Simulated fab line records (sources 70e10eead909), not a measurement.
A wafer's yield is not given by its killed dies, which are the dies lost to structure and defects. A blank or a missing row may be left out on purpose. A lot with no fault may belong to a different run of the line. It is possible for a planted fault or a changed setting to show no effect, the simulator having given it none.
Which tool was responsible?    flow nandHarc    7 lots, 21 wafers sampled, at 4 steps of a route of 1302

## WHAT THE GAUGES READ, wafer by wafer
NHARC_END_SORT_01.
lot   measured      on         killedAtArray
L822  day 29 09:41  prober-01  111 172 154
L825  day 30 04:56  prober-02  136 165 158

## EACH LOT AND THE TOOL THAT RAN IT (in order: tool; ch and the chambers of the sampled wafers; start)
lot   NHARC_A_CONTACT_ETCH_31            NHARC_THIN_TSV_CMP_21          NHARC_THIN_TSV_PRE_CLEAN_54
L816  rieDiel-11 ch 0,3, day 24 00:43    cmp-01 ch 0,2,3, day 25 17:35  pvdSputter-03, day 25 18:07
L817  rieDiel-11 ch 1,2,3, day 24 16:17  cmp-03 ch 0,2,3, day 26 06:19  pvdSputter-02, day 26 06:49
L822  rieDiel-11 ch 0,1,2, day 27 05:05  cmp-03 ch 0,1,2, day 28 20:37  pvdSputter-01, day 28 21:05
L825  rieDiel-11 ch 0,2,3, day 27 17:35  cmp-04 ch 1,2,3, day 29 14:08  pvdSputter-02, day 29 14:38
L830  rieDiel-08 ch 1,2,3, day 30 09:31  cmp-01 ch 1,2,3, day 32 06:53  pvdSputter-03, day 32 07:24
L834  rieDiel-11 ch 0,1,3, day 31 03:35  cmp-03 ch 1,2,3, day 32 17:23  pvdSputter-03, day 32 17:56
L832  rieDiel-11 ch 0,2,3, day 31 12:37  cmp-04 ch 1,2,3, day 33 02:27  pvdSputter-01, day 33 02:58
- NHARC_A_CONTACT_ETCH_31: etches the open film in O2/COS, target depth 2800 nm, time 728 s.
- NHARC_THIN_TSV_CMP_21: polishes, t overpolish 30 s, target thk 2000 nm.
- NHARC_THIN_TSV_PRE_CLEAN_54: time 30 s.

## THE ANSWER, worked out from the rows above alone
Rule: the lots themselves supply what counts as usual. Put in order of their means at a reading, lots are off if they are a third of the lots or fewer, leave a main group of 4 or more, and stand apart from it by a gap of 3 or more times the standard deviation of the main group's means; of several such gaps the widest counts. A main group whose means are all the same, to the digits that the tables above print for the reading, isn't used. Also off: a lot with no number at a reading for which 4 or more lots have one. All remaining lots with rows at the step are treated as sound.
No lot is off on any of the readings shown, so nothing can be concluded from this.

## WHAT THE SIMULATOR HAD PUT IN
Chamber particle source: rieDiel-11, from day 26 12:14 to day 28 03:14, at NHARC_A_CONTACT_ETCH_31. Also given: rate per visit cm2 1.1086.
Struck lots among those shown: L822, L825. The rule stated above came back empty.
